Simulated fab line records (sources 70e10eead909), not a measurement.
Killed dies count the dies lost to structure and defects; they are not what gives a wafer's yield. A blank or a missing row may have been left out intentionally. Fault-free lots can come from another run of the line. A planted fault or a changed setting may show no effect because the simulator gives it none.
fab line records	flow nand_harc
[record] lots = 12	wafers = 36	last_day = 28
route steps=1159 shown A_BLC@980 A_M0@1008 END@1159
lots that met no fault: taken from a fault-free run of the same line
start_h: the number of hours between the record's first day and the start of the first shown wafer of the lot	wait_h: hours since the lot's step before	" as in the row above	L1.1+2: one row covering several wafers at once	- value missing, or start not given	* or withheld: withheld	< > ~ a bound
route shown NAME@n: NAME is a module with steps in the file, n the number in the route of the first one	usual: the fault-free wafers' mean and standard deviation	same: alike in all rows	chamber/n: place in a boat	sites: per-site readings	_std_site: their standard deviation	_edge_site: inner sites' mean taken away from outer sites' mean	radius_mm: for every site, how far away it sits from the centre of the wafer	mask NAME#n: copy n	behind: the tool/chamber that last shaped the wafer	hold: cause of the lot's hold/its duration in hours/its outcome	device: which transistor (n, p or np) failed to switch	end of line: tests run on the same wafers once the route is complete	step lacking rows: just its recipe	killed: count of dies lost to structure and defects at first sort (not the wafer's yield)	map: a wafer's dies, marking killed ones x, the rest . and places with no die _
set.NAME: the setting that was run; set.NAME@STEP: the one run at that earlier step	model.NAME: the simulator's own value behind a step, which no gauge read
one table for each step of the route and one row for each wafer, over a sample of lots
services: the hour from which a tool's chamber was out of use, counted from the record's first day as start_h (under 0 if before that day), plus the number of hours and why
[[steps]]
[step NHARC_A_BLC_ETCH_18]
[recipe] target_depth_a = 9100	c4f8_flow_sccm = 20	o2_flow_sccm = 10	ar_flow_sccm = withheld	rf_w = 600	bias_w = 1500	chemistry = C4F8/O2/Ar
[usual] oes_product_au = 0.961/0.021	rf_vpp_V = 979/5.6
lot.wafer	tool	chamber	start_h	wait_h	oes_product_au	rf_hours_counter_h	rf_vpp_V
L541.1	rie_diel-12	2	-	-	0.985	9	973
L541.5	"	3	"	"	0.973	-	988
L541.6	"	0	"	"	0.969	-	976
L543.2	rie_diel-01	2	-	-	0.978	1	984
L543.1	"	3	"	"	0.966	1	978
L543.6	"	3	"	"	0.976	-	977
L542.2	rie_diel-12	0	-	-	0.964	12	974
L542.1	"	1	"	"	0.955	13	982
L542.5	"	0	"	"	0.977	-	974
L549.1	rie_diel-11	0	-	-	0.960	53	984
L549.2	"	1	"	"	0.959	55	980
L549.5	"	0	"	"	0.956	-	986
L547.4	rie_diel-12	1	-	-	0.971	14	981
L547.6	"	1	"	"	0.975	-	981
L547.5	"	2	"	"	0.958	-	974
L550.3	rie_diel-12	0	-	-	0.981	16	976
L550.2	"	1	"	"	0.979	16	980
L550.5	"	2	"	"	0.992	-	973
L554.2	rie_diel-12	3	-	-	0.951	16	987
L554.1	"	2	"	"	0.953	13	972
L554.6	"	3	"	"	0.948	-	988
L552.1	rie_diel-01	0	-	-	0.944	5	980
L552.2	"	1	"	"	0.923	5	972
L552.6	"	3	"	"	0.927	-	977
L560.1	rie_diel-12	2	-	-	0.929	15	972
L560.2	"	3	"	"	0.936	18	987
L560.6	"	1	"	"	0.925	-	982
L558.4	rie_diel-01	2	556.60	-	1.014	6	986
L558.6	"	2	"	"	1.020	-	985
L558.5	"	3	"	"	0.995	-	976
L561.1	rie_diel-12	2	-	-	0.966	0	972
L561.3	"	3	"	"	0.959	0	986
L561.6	"	0	"	"	0.985	-	974
L564.1	rie_diel-01	2	-	-	0.968	9	986
L564.2	"	3	"	"	0.985	10	976
L564.6	"	2	"	"	0.976	-	986
[step NHARC_A_BLC_DEGAS_30]
[recipe] temp_c = 300	time_s = 60
[usual] heater_power_w = 470/49
lot.wafer	tool	chamber	start_h	wait_h	heater_power_w
L541.1	pvd_sputter-02	-	508.34	-	470
L541.6	"	-	"	"	476
L541.5	"	-	"	"	453
L543.1	pvd_sputter-01	-	509.07	-	444
L543.2	"	-	"	"	540
L543.6	"	-	"	"	479
L542.2	pvd_sputter-03	-	511.13	-	432
L542.1	"	-	"	"	421
L542.5	"	-	"	"	424
L549.1	pvd_sputter-03	-	513.10	-	424
L549.2	"	-	"	"	433
L549.5	"	-	"	"	432
L547.4	pvd_sputter-03	-	519.70	-	448
L547.6	"	-	"	"	440
L547.5	"	-	"	"	441
L550.3	pvd_sputter-01	-	533.56	-	471
L550.2	"	-	"	"	463
L550.5	"	-	"	"	546
L554.1	pvd_sputter-03	-	538.79	-	450
L554.2	"	-	"	"	415
L554.6	"	-	"	"	430
L552.2	pvd_sputter-01	-	552.04	-	533
L552.1	"	-	"	"	470
L552.6	"	-	"	"	549
L560.2	pvd_sputter-02	-	556.39	-	439
L560.1	"	-	"	"	464
L560.6	"	-	"	"	448
L558.4	pvd_sputter-03	-	557.59	-	426
L558.6	"	-	"	"	444
L558.5	"	-	"	"	434
L561.1	pvd_sputter-03	-	568.06	-	429
L561.3	"	-	"	"	426
L561.6	"	-	"	"	421
L564.1	pvd_sputter-02	-	594.82	-	594
L564.2	"	-	"	"	467
L564.6	"	-	"	"	598
[step NHARC_A_BLC_CVD_24]
[recipe] target_thk_a = 1500	temp_c = 300	pressure_torr = 40	wf6_flow_sccm = 40	h2_flow_sccm = 1600	ar_flow_sccm = 1560	time_s = 434	material = W
[usual] heater_power_w = 475/61	throttle_valve_pct = 7.8/0.34
lot.wafer	tool	chamber	start_h	wait_h	heater_power_w	throttle_valve_pct
L541.1	cvd_w-01	1	-	-	360	7.9
L541.6	"	1	"	"	364	8.2
L541.5	"	0	"	"	544	8.2
L543.2	cvd_w-02	0	-	-	471	7.7
L543.1	"	1	"	"	489	7.8
L543.6	"	1	"	"	512	8.2
L542.2	cvd_w-02	1	-	-	510	7.8
L542.1	"	0	"	"	455	7.9
L542.5	"	0	"	"	455	7.7
L549.2	cvd_w-01	1	-	-	361	7.8
L549.1	"	0	"	"	537	8.0
L549.5	"	0	"	"	558	8.3
L547.4	cvd_w-02	0	-	-	457	7.6
L547.6	"	1	"	"	516	7.9
L547.5	"	0	"	"	454	7.6
L550.2	cvd_w-02	1	-	-	499	7.9
L550.3	"	0	"	"	473	7.9
L550.5	"	1	"	"	502	8.1
L554.2	cvd_w-02	0	-	-	452	7.8
L554.1	"	1	"	"	501	8.0
L554.6	"	0	"	"	461	7.4
L552.1	cvd_w-02	1	-	-	515	7.7
L552.2	"	0	"	"	460	7.2
L552.6	"	0	"	"	461	7.2
L560.1	cvd_w-01	1	-	-	350	8.1
L560.2	"	0	"	"	545	8.2
L560.6	"	0	"	"	529	8.0
L558.4	cvd_w-02	0	-	-	452	7.2
L558.5	"	1	"	"	521	7.9
L558.6	"	0	"	"	458	7.4
L561.1	cvd_w-02	1	-	-	518	7.8
L561.3	"	1	"	"	522	7.9
L561.6	"	0	"	"	468	7.2
L564.2	cvd_w-02	0	-	-	463	7.4
L564.1	"	1	"	"	526	7.7
L564.6	"	0	"	"	458	7.1
[step NHARC_A_M0_ETCH_34]
[recipe] target_depth_a = 400	overetch_a = 120	time_s = 43.94	ion_energy_ev = 200	n2_flow_sccm = 150	h2_flow_sccm = 150	ar_flow_sccm = 0	rf_w = 400	bias_w = 150	chemistry = N2/H2
[usual] drypump_motor_current_A = 5.6/0.57	oes_product_au = 1.000/0.0097	rf_vpp_V = 430.6/2.4	run_length_s = 65.2/0.39	showerhead_plenum_p_Torr = 2.04/0.083	throttle_valve_pct = 14.172/0.0085
lot.wafer	tool	chamber	start_h	wait_h	drypump_motor_current_A	oes_product_au	rf_hours_counter_h	rf_vpp_V	run_length_s	showerhead_plenum_p_Torr	throttle_valve_pct
L541.1	rie_diel-09	1	536.29	0.1	6.3	0.990	8	433.8	65.4	2.16	14.174
L541.6	"	2	"	"	5.3	0.985	-	431.8	65.7	2.07	14.173
L541.5	"	3	"	"	5.1	1.010	-	429.4	64.5	1.99	14.165
L543.2	rie_diel-03	3	536.64	0.1	5.0	1.002	8	428.2	65.4	1.93	14.164
L543.1	"	1	"	"	6.2	1.002	8	428.7	64.9	1.95	14.171
L543.6	"	3	"	"	5.1	1.003	-	426.4	64.7	1.93	14.169
L542.1	rie_diel-09	3	537.08	0.1	5.0	1.012	8	430.3	64.7	1.99	14.177
L542.2	"	1	"	"	6.3	0.987	8	432.6	64.8	2.16	14.165
L542.5	"	3	"	"	5.0	0.997	-	428.3	65.1	1.99	14.166
L549.2	rie_diel-08	0	537.99	0.1	5.5	0.995	4	432.4	65.2	2.07	14.180
L549.1	"	1	"	"	5.3	0.994	4	436.3	65.2	2.16	14.176
L549.5	"	3	"	"	5.9	1.002	-	428.3	65.2	1.99	14.171
L547.4	rie_diel-09	1	545.20	0.1	6.3	0.993	9	433.3	65.0	2.16	14.168
L547.5	"	3	"	"	5.0	1.001	-	429.0	65.1	1.99	14.156
L547.6	"	0	"	"	6.2	1.002	-	429.1	65.0	1.98	14.167
L550.2	rie_diel-09	0	551.15	0.1	6.2	1.003	7	430.2	65.4	1.98	14.177
L550.3	"	1	"	"	6.3	0.987	9	435.2	64.8	2.16	14.175
L550.5	"	1	"	"	6.3	0.988	-	433.9	64.9	2.16	14.178
L554.1	rie_diel-03	3	555.70	0.1	5.0	1.013	10	426.4	65.3	1.93	14.152
L554.2	"	1	"	"	6.2	1.010	10	426.9	64.9	1.95	14.178
L554.6	"	3	"	"	5.0	1.008	-	427.3	64.8	1.93	14.175
L552.1	rie_diel-03	3	579.63	0.1	5.1	0.996	0	427.9	52.1	1.93	14.179
L552.2	"	0	"	"	4.7	1.003	0	432.6	65.7	2.16	14.173
L552.6	"	0	"	"	4.7	0.999	-	434.3	52.4	2.16	14.170
L560.1	rie_diel-09	2	581.35	0.1	5.3	0.984	12	430.8	65.9	2.07	14.176
L560.2	"	1	"	"	6.3	0.984	11	433.6	65.1	2.16	14.172
L560.6	"	3	"	"	5.0	1.010	-	429.1	64.4	1.99	14.171
L558.6	rie_diel-03	1	581.68	0.1	6.1	0.989	-	427.6	51.9	1.95	14.174
L558.4	"	3	"	"	5.1	0.994	-	427.2	65.3	1.93	14.148
L558.5	"	0	"	"	4.7	1.009	-	432.9	65.4	2.16	14.179
L561.3	rie_diel-09	2	587.82	0.1	5.3	0.994	12	431.6	65.7	2.07	14.172
L561.1	"	0	"	"	6.2	1.005	8	428.9	65.1	1.98	14.178
L561.6	"	2	"	"	5.3	0.985	-	432.9	66.2	2.07	14.178
L564.1	rie_diel-08	2	612.68	0.1	5.8	0.996	10	429.0	65.1	1.97	14.162
L564.2	"	3	"	"	5.9	1.013	11	428.8	65.3	1.99	14.183
L564.6	"	2	"	"	5.8	1.012	-	428.8	65.4	1.97	14.152
[step NHARC_END_SORT_01]
[recipe] temp_c = 25
[usual] defect_limited_yield = 95.1/1.7	killed_at_array = 29/11	killed_at_other = 0.5/0.85	killed_at_periphery = 3.0/2.3	killed_dies = 33/12	killed_open = 3.3/1.9	killed_short = 2.0/1.5	sort_bin_2_pct = 1.5/0.66	sort_bin_3_pct = 0.25/0.21	sort_bin_4_pct = 3.1/1.2	sort_n_pass = 644/12	sort_rim_yield_pct = 96.7/2	sort_yield_pct = 95.1/1.7
[same] gross_dies = 677	sort_bin_5_pct[%] = 0	sort_bin_6_pct[%] = 0	sort_bin_7_pct[%] = 0	sort_bin_8_pct[%] = 0	sort_rim_n_gross = 106.00
lot.wafer	tool	chamber	start_h	wait_h	defect_limited_yield[%]	killed_at_array	killed_at_other	killed_at_periphery	killed_dies	killed_open	killed_short	sort_bin_2_pct[%]	sort_bin_3_pct[%]	sort_bin_4_pct[%]	sort_n_pass	sort_rim_yield_pct[%]	sort_yield_pct[%]
L541.1	prober-01	0	572.20	2.5	96.3	21	1	3	25	3	1	0.4	0.30	3.0	652	95.3	96.3
L541.5	prober-01	0	575.39	3.7	94.8	32	0	3	35	8	1	1.8	0.15	3.2	642	94.3	94.8
L541.6	prober-01	0	576.18	4.0	95.4	30	0	1	31	3	1	0.9	0.30	3.4	646	99.1	95.4
L542.1	prober-01	0	579.98	2.5	93.4	41	0	4	45	1	3	2.1	0.30	4.3	632	94.3	93.4
L542.2	prober-01	0	580.78	2.8	94.7	33	0	3	36	4	1	1.6	0.30	3.4	641	97.2	94.7
L542.5	prober-01	0	583.15	3.7	91.1	53	0	7	60	6	2	2.5	0.44	5.9	617	95.3	91.1
L543.1	prober-02	0	584.09	2.5	98.2	11	0	1	12	3	4	0.6	0.15	1.0	665	100.0	98.2
L543.2	prober-02	0	584.88	2.8	97.6	14	0	2	16	3	2	0.4	0.15	1.8	661	99.1	97.6
L543.6	prober-02	0	588.05	4.0	98.4	9	0	2	11	3	0	0.3	0.15	1.2	666	98.1	98.4
L549.1	prober-02	0	591.85	2.5	96.2	25	0	1	26	4	5	1.3	0.15	2.4	651	94.3	96.2
L549.2	prober-02	0	592.66	2.8	97.0	19	0	1	20	1	0	0.6	0.15	2.2	657	100.0	97.0
L549.5	prober-02	0	595.08	3.7	98.4	10	0	1	11	4	1	0.4	0	1.2	666	97.2	98.4
L547.4	prober-01	0	597.94	3.4	95.1	26	4	3	33	1	1	2.1	0.30	2.5	644	97.2	95.1
L547.5	prober-01	0	598.73	3.7	95.1	29	3	1	33	2	2	1.6	0.30	3.0	644	97.2	95.1
L547.6	prober-01	0	599.52	3.9	95.6	24	2	4	30	2	2	1.6	0.30	2.5	647	98.1	95.6
L550.2	prober-01	0	611.71	2.8	95.1	30	0	3	33	2	6	1.5	0.30	3.1	644	99.1	95.1
L550.3	prober-01	0	612.49	3.1	94.8	34	0	1	35	4	1	1.3	0.44	3.4	642	100.0	94.8
L550.5	prober-01	0	614.05	3.6	95.0	33	0	1	34	1	3	1.6	0	3.4	643	100.0	95.0
L554.1	prober-02	0	615.30	2.5	91.3	52	0	7	59	4	3	2.5	0.15	6.1	618	95.3	91.3
L554.2	prober-02	0	616.10	2.8	92.5	40	3	8	51	4	2	3.1	0.59	3.8	626	93.4	92.5
L554.6	prober-02	0	619.30	4.0	90.7	53	4	6	63	5	1	2.4	0.59	6.4	614	92.5	90.7
L552.1	prober-02	0	623.10	2.5	97.3	16	0	2	18	2	3	0.4	0	2.2	659	97.2	97.3
L552.2	prober-02	0	623.91	2.8	96.8	22	0	0	22	1	2	1.0	0	2.2	655	96.2	96.8
L552.6	prober-02	0	627.15	4.0	96.0	25	0	2	27	3	2	0.7	0.89	2.4	650	99.1	96.0
L560.1	prober-02	0	630.93	2.5	93.5	43	1	0	44	2	1	2.2	0.44	3.8	633	93.4	93.5
L560.2	prober-02	0	631.72	2.8	95.3	29	0	3	32	2	4	1.5	0.15	3.1	645	96.2	95.3
L560.6	prober-02	0	634.90	4.0	93.1	44	1	2	47	1	5	1.6	0.44	4.9	630	90.6	93.1
L558.4	prober-01	0	636.76	3.4	93.9	34	0	7	41	2	0	1.8	0.15	4.1	636	98.1	93.9
L558.5	prober-01	0	637.55	3.7	93.4	34	0	11	45	1	2	1.8	0.30	4.6	632	95.3	93.4
L558.6	prober-01	0	638.34	3.9	93.8	37	0	5	42	4	4	1.9	0.15	4.1	635	94.3	93.8
L561.1	prober-02	0	646.52	2.5	94.7	32	0	4	36	2	1	1.6	0.30	3.4	641	94.3	94.7
L561.3	prober-02	0	648.10	3.1	96.0	25	0	2	27	7	2	0.9	0.15	3.0	650	100.0	96.0
L561.6	prober-02	0	650.48	4.0	95.9	26	0	2	28	3	0	1.9	0.30	1.9	649	93.4	95.9
L564.1	prober-02	0	662.07	2.5	97.8	15	0	0	15	2	0	0.6	0	1.6	662	97.2	97.8
L564.2	prober-02	0	662.86	2.8	96.9	18	0	3	21	6	3	1.2	0.15	1.8	656	97.2	96.9
L564.6	prober-02	0	666.03	4.0	97.3	16	0	2	18	2	3	0.6	0.15	1.9	659	97.2	97.3
// killed by level:class
L541.1 A_SLIT:chamber_film_flake=9 A_CONTACT:chamber_film_flake=5 P_ZERO_WELL:chamber_film_flake=2 A_CHANNEL_HOLE_D1:chamber_film_flake=2 P_CONTACT:geometric_particle:open=1 A_WL_FILL:geometric_particle:open=1 A_CONTACT:geometric_particle:open=1 A_CONTACT:geometric_particle:short=1
L541.5 A_SLIT:chamber_film_flake=10 A_CONTACT:chamber_film_flake=10 A_CONTACT:geometric_particle:open=3 A_CHANNEL_HOLE_D1:chamber_film_flake=3 P_GATE:geometric_particle:open=1 P_CONTACT:geometric_particle:open=1 A_SOURCE_PLATE:geometric_particle:open=1 A_ONON_D1:geometric_particle:open=1
L541.6 A_SLIT:chamber_film_flake=18 A_CHANNEL_HOLE_D1:chamber_film_flake=3 A_STAIRCASE:chamber_film_flake=2 A_CONTACT:chamber_film_flake=2 P_M0:geometric_particle:open=1 A_CHANNEL_HOLE_D1:geometric_particle:open=1 A_CONTACT:geometric_particle:short=1 A_BLC:geometric_particle:open=1
L542.1 A_SLIT:chamber_film_flake=16 A_CHANNEL_HOLE_D1:chamber_film_flake=15 A_CONTACT:chamber_film_flake=3 A_STAIRCASE:chamber_film_flake=3 A_M1:chamber_film_flake=2 P_GATE:geometric_particle:short=1 P_GATE:geometric_particle:open=1 A_SOURCE_PLATE:geometric_particle:short=1
L542.2 A_CHANNEL_HOLE_D1:chamber_film_flake=11 A_SLIT:chamber_film_flake=11 A_CONTACT:chamber_film_flake=4 A_CONTACT:geometric_particle:open=2 A_STAIRCASE:chamber_film_flake=2 P_GATE:geometric_particle:open=1 A_CHANNEL_FILL_D1:geometric_particle:open=1 A_CHANNEL_FILL_D1:geometric_particle:short=1
L542.5 A_CHANNEL_HOLE_D1:chamber_film_flake=18 A_SLIT:chamber_film_flake=18 A_CONTACT:chamber_film_flake=6 A_STAIRCASE:chamber_film_flake=3 A_BLC:geometric_particle:open=2 P_GATE:chamber_film_flake=2 A_M1:chamber_film_flake=2 P_GATE:geometric_particle:open=1
L543.1 A_CONTACT:chamber_film_flake=3 A_WL_FILL:geometric_particle:short=2 A_CHANNEL_HOLE_D1:chamber_film_flake=2 P_STI:geometric_particle:open=1 A_ONON_D1:geometric_particle:short=1 A_CHANNEL_FILL_D1:geometric_particle:open=1 A_CHANNEL_FILL_D1:geometric_particle:short=1 A_M0:geometric_particle:open=1
L543.2 A_CONTACT:chamber_film_flake=5 A_CHANNEL_HOLE_D1:chamber_film_flake=3 A_CONTACT:geometric_particle:open=2 P_GATE:geometric_particle:short=1 A_WL_FILL:geometric_particle:short=1 A_WL_FILL:geometric_particle:open=1 P_STI:chamber_film_flake=1 A_STAIRCASE:chamber_film_flake=1
L543.6 A_CHANNEL_HOLE_D1:chamber_film_flake=5 A_CONTACT:chamber_film_flake=3 P_CONTACT:geometric_particle:open=1 P_M0:geometric_particle:open=1 A_CHANNEL_HOLE_D1:geometric_particle:open=1
L549.1 A_CHANNEL_HOLE_D1:chamber_film_flake=7 A_STAIRCASE:chamber_film_flake=5 A_CONTACT:chamber_film_flake=4 A_CONTACT:geometric_particle:open=2 A_M0:geometric_particle:open=2 A_M0:geometric_particle:short=2 A_ONON_D1:geometric_particle:short=1 A_CHANNEL_FILL_D1:geometric_particle:short=1
L549.2 A_CHANNEL_HOLE_D1:chamber_film_flake=6 A_CONTACT:chamber_film_flake=6 A_ZERO_WELL:chamber_film_flake=2 A_CONTACT:geometric_particle:open=1 P_BONDPAD:chamber_film_flake=1 A_STAIRCASE:chamber_film_flake=1 A_SLIT:chamber_film_flake=1 A_WL_FILL:chamber_film_flake=1
L549.5 A_CONTACT:geometric_particle:open=2 A_SLIT:chamber_film_flake=2 A_CONTACT:chamber_film_flake=2 P_CONTACT:geometric_particle:open=1 A_CHANNEL_FILL_D1:geometric_particle:short=1 A_WL_FILL:geometric_particle:open=1 A_ZERO_WELL:chamber_film_flake=1 A_CHANNEL_HOLE_D1:chamber_film_flake=1
L547.4 A_CHANNEL_HOLE_D1:chamber_film_flake=17 A_SLIT:chamber_film_flake=5 THIN_TSV:chamber_film_flake=3 P_STI:chamber_film_flake=2 A_WL_FILL:chamber_film_flake=2 A_CHANNEL_HOLE_D1:geometric_particle:open=1 A_CONTACT:geometric_particle:short=1 P_ZERO_WELL:chamber_film_flake=1
L547.5 A_CHANNEL_HOLE_D1:chamber_film_flake=17 A_STAIRCASE:chamber_film_flake=3 A_CONTACT:chamber_film_flake=3 THIN_TSV:chamber_film_flake=3 A_CHANNEL_FILL_D1:geometric_particle:open=1 A_SGD_CUT:geometric_particle:short=1 A_CONTACT:geometric_particle:open=1 A_M0:geometric_particle:short=1
L547.6 A_CHANNEL_HOLE_D1:chamber_film_flake=13 A_CONTACT:chamber_film_flake=4 P_STI:chamber_film_flake=2 A_SLIT:chamber_film_flake=2 THIN_TSV:chamber_film_flake=2 P_GATE:geometric_particle:short=1 A_SOURCE_PLATE:geometric_particle:short=1 A_CHANNEL_FILL_D1:geometric_particle:open=1
L550.2 A_CHANNEL_HOLE_D1:chamber_film_flake=12 A_CONTACT:chamber_film_flake=7 A_CHANNEL_FILL_D1:geometric_particle:short=2 A_BLC:geometric_particle:short=2 A_STAIRCASE:chamber_film_flake=2 P_GATE:geometric_particle:open=1 P_M1:geometric_particle:short=1 A_CHANNEL_FILL_D1:geometric_particle:open=1
L550.3 A_CHANNEL_HOLE_D1:chamber_film_flake=18 A_STAIRCASE:chamber_film_flake=3 A_M0:geometric_particle:open=2 A_CONTACT:chamber_film_flake=2 A_SLIT:chamber_film_flake=2 A_WL_FILL:chamber_film_flake=2 A_CHANNEL_HOLE_D1:geometric_particle:short=1 A_CONTACT:geometric_particle:open=1
L550.5 A_CHANNEL_HOLE_D1:chamber_film_flake=17 A_CONTACT:chamber_film_flake=5 A_ZERO_WELL:chamber_film_flake=4 A_CHANNEL_FILL_D1:chamber_film_flake=2 A_CHANNEL_HOLE_D1:geometric_particle:short=1 A_SGD_CUT:geometric_particle:open=1 A_BLC:geometric_particle:short=1 A_M0:geometric_particle:short=1
L554.1 A_CHANNEL_HOLE_D1:chamber_film_flake=20 A_SLIT:chamber_film_flake=20 A_CONTACT:chamber_film_flake=7 P_ZERO_WELL:chamber_film_flake=3 A_CHANNEL_FILL_D1:geometric_particle:short=2 P_GATE:geometric_particle:open=1 P_CONTACT:geometric_particle:open=1 P_BONDPAD:geometric_particle:short=1
L554.2 A_CHANNEL_HOLE_D1:chamber_film_flake=17 A_SLIT:chamber_film_flake=14 P_STI:chamber_film_flake=6 A_CONTACT:chamber_film_flake=3 THIN_TSV:chamber_film_flake=3 P_CONTACT:geometric_particle:open=1 P_M1:geometric_particle:open=1 A_CHANNEL_FILL_D1:geometric_particle:short=1
L554.6 A_SLIT:chamber_film_flake=19 A_CHANNEL_HOLE_D1:chamber_film_flake=18 A_CONTACT:chamber_film_flake=5 P_STI:chamber_film_flake=4 THIN_TSV:chamber_film_flake=4 A_STAIRCASE:chamber_film_flake=3 A_CHANNEL_FILL_D1:chamber_film_flake=2 P_CONTACT:geometric_particle:open=1
L552.1 A_STAIRCASE:chamber_film_flake=5 A_CONTACT:chamber_film_flake=5 A_CHANNEL_HOLE_D1:chamber_film_flake=2 P_GATE:geometric_particle:short=1 A_ONON_D1:geometric_particle:open=1 A_CHANNEL_HOLE_D1:geometric_particle:short=1 A_CHANNEL_FILL_D1:geometric_particle:open=1 A_SGD_CUT:geometric_particle:short=1
L552.2 A_STAIRCASE:chamber_film_flake=10 A_CHANNEL_HOLE_D1:chamber_film_flake=4 A_CONTACT:chamber_film_flake=4 A_CHANNEL_HOLE_D1:geometric_particle:short=1 A_SGD_CUT:geometric_particle:short=1 A_CONTACT:geometric_particle:open=1 A_ZERO_WELL:chamber_film_flake=1
L552.6 A_STAIRCASE:chamber_film_flake=9 A_CONTACT:chamber_film_flake=5 P_CONTACT:geometric_particle:open=2 A_SGD_CUT:geometric_particle:short=2 A_CHANNEL_HOLE_D1:chamber_film_flake=2 A_SLIT:chamber_film_flake=2 A_ONON_D1:geometric_particle:open=1 A_WL_FILL:chamber_film_flake=1
L560.1 A_CHANNEL_HOLE_D1:chamber_film_flake=33 A_STAIRCASE:chamber_film_flake=3 A_WL_FILL:chamber_film_flake=2 A_CONTACT:chamber_film_flake=2 A_ONON_D1:geometric_particle:open=1 A_WL_FILL:geometric_particle:short=1 A_M1:geometric_particle:open=1 THIN_TSV:chamber_film_flake=1
L560.2 A_CHANNEL_HOLE_D1:chamber_film_flake=19 A_WL_FILL:chamber_film_flake=4 A_CONTACT:chamber_film_flake=2 P_GATE:geometric_particle:short=1 P_CONTACT:geometric_particle:open=1 A_ONON_D1:geometric_particle:short=1 A_CHANNEL_HOLE_D1:geometric_particle:open=1 A_CHANNEL_FILL_D1:geometric_particle:short=1
L560.6 A_CHANNEL_HOLE_D1:chamber_film_flake=22 A_STAIRCASE:chamber_film_flake=10 A_WL_FILL:chamber_film_flake=3 A_CONTACT:chamber_film_flake=3 A_WL_FILL:geometric_particle:short=2 P_M1:geometric_particle:short=1 A_SOURCE_PLATE:geometric_particle:short=1 A_CONTACT:geometric_particle:open=1
L558.4 A_SLIT:chamber_film_flake=17 A_CHANNEL_HOLE_D1:chamber_film_flake=8 A_STAIRCASE:chamber_film_flake=7 P_CONTACT:chamber_film_flake=6 P_CONTACT:geometric_particle:open=1 A_SOURCE_PLATE:geometric_particle:open=1 A_CHANNEL_FILL_D1:chamber_film_flake=1
L558.5 A_SLIT:chamber_film_flake=23 P_CONTACT:chamber_film_flake=8 A_CHANNEL_HOLE_D1:chamber_film_flake=4 A_CONTACT:chamber_film_flake=3 A_STAIRCASE:chamber_film_flake=2 P_M0:geometric_particle:short=1 P_M0:geometric_particle:open=1 A_CHANNEL_FILL_D1:geometric_particle:short=1
L558.6 A_SLIT:chamber_film_flake=12 A_CHANNEL_HOLE_D1:chamber_film_flake=10 A_CONTACT:chamber_film_flake=4 A_CHANNEL_FILL_D1:geometric_particle:short=2 P_STI:chamber_film_flake=2 P_CONTACT:chamber_film_flake=2 A_STAIRCASE:chamber_film_flake=2 P_CONTACT:geometric_particle:open=1
L561.1 A_STAIRCASE:chamber_film_flake=11 A_CHANNEL_HOLE_D1:chamber_film_flake=7 A_CHANNEL_FILL_D1:chamber_film_flake=3 A_BLC:chamber_film_flake=3 P_M2:chamber_film_flake=2 A_WL_FILL:chamber_film_flake=2 P_CONTACT:geometric_particle:open=1 A_CHANNEL_HOLE_D1:geometric_particle:short=1
L561.3 A_STAIRCASE:chamber_film_flake=8 A_CHANNEL_HOLE_D1:chamber_film_flake=5 A_BLC:chamber_film_flake=4 A_CONTACT:geometric_particle:open=2 A_M1:geometric_particle:open=2 P_BONDPAD:geometric_particle:open=1 A_ONON_D1:geometric_particle:open=1 A_CHANNEL_FILL_D1:geometric_particle:short=1
L561.6 A_STAIRCASE:chamber_film_flake=7 A_CHANNEL_HOLE_D1:chamber_film_flake=6 A_WL_FILL:chamber_film_flake=4 A_CONTACT:chamber_film_flake=3 A_WL_FILL:geometric_particle:open=2 A_BLC:chamber_film_flake=2 A_CONTACT:geometric_particle:open=1 P_M0:chamber_film_flake=1
L564.1 A_CHANNEL_HOLE_D1:chamber_film_flake=9 A_M0:geometric_particle:open=2 A_CONTACT:chamber_film_flake=2 A_ZERO_WELL:chamber_film_flake=1 A_STAIRCASE:chamber_film_flake=1
L564.2 A_CHANNEL_HOLE_D1:chamber_film_flake=6 A_STAIRCASE:chamber_film_flake=3 A_M0:geometric_particle:open=2 P_CONTACT:geometric_particle:open=1 P_CONTACT:geometric_particle:short=1 A_ONON_D1:geometric_particle:short=1 A_WL_FILL:geometric_particle:short=1 A_WL_FILL:geometric_particle:open=1
L564.6 A_CHANNEL_HOLE_D1:chamber_film_flake=8 A_SGD_CUT:geometric_particle:open=2 A_SLIT:chamber_film_flake=2 P_CONTACT:geometric_particle:short=1 A_SGD_CUT:geometric_particle:short=1 A_M0:geometric_particle:short=1 P_STI:chamber_film_flake=1 A_ZERO_WELL:chamber_film_flake=1
[[services]]
tool	chamber	start_h	hours	kind
rie_diel-01	-	491.80	9.0	pm
pvd_sputter-01	-	497.09	5.2	repair
rie_diel-11	3	498.28	13.9	repair
rie_diel-09	0	500.61	8.7	repair
rie_diel-11	-	509.33	0.5	repair
rie_diel-09	2	511.08	1.6	repair
pvd_sputter-01	-	514.03	10.0	pm
rie_diel-11	2	517.00	3.4	repair
pvd_sputter-03	-	518.33	1.3	repair
rie_diel-12	0	534.48	11.5	repair
rie_diel-01	2	535.56	1.7	repair
rie_diel-11	-	544.63	9.0	pm
rie_diel-12	-	556.44	9.0	pm
cvd_w-02	-	559.72	13.0	pm
cvd_w-02	0	559.72	13.0	vent_cycle
rie_diel-09	0	568.67	15.3	repair
rie_diel-03	-	569.30	9.0	pm
pvd_sputter-02	-	570.07	10.0	pm
rie_diel-12	-	577.78	0.4	repair
rie_diel-08	2	584.09	5.0	repair
rie_diel-12	3	589.41	4.0	repair
rie_diel-03	2	589.53	3.5	repair
rie_diel-03	1	590.05	3.5	repair
rie_diel-09	-	604.10	76.0	repair
[[key]]
[first_sign] step = NHARC_A_M0_ETCH_34	reading = run_length_s	direction = down	sigmas = 33	usual = *	struck = *
effect none on later readings
met_at NHARC_A_M0_ETCH_34
struck_lots L552,L558
struck_wafers L552.1,L552.6,L558.6
not_acting_at NHARC_A_BLC_ETCH_18,NHARC_A_BLC_DEGAS_30,NHARC_A_BLC_CVD_24
onset_between 555.70 579.63
[fault] kind = process_parameter_drift	tool = rie_diel-03	chamber = -	onset_h = 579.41	steps = NHARC_A_M0_ETCH_34	channel = time_s	offset = *	shape = step	end_h = 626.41	scope = struck_wafers_only	acts_in = *	stated = *
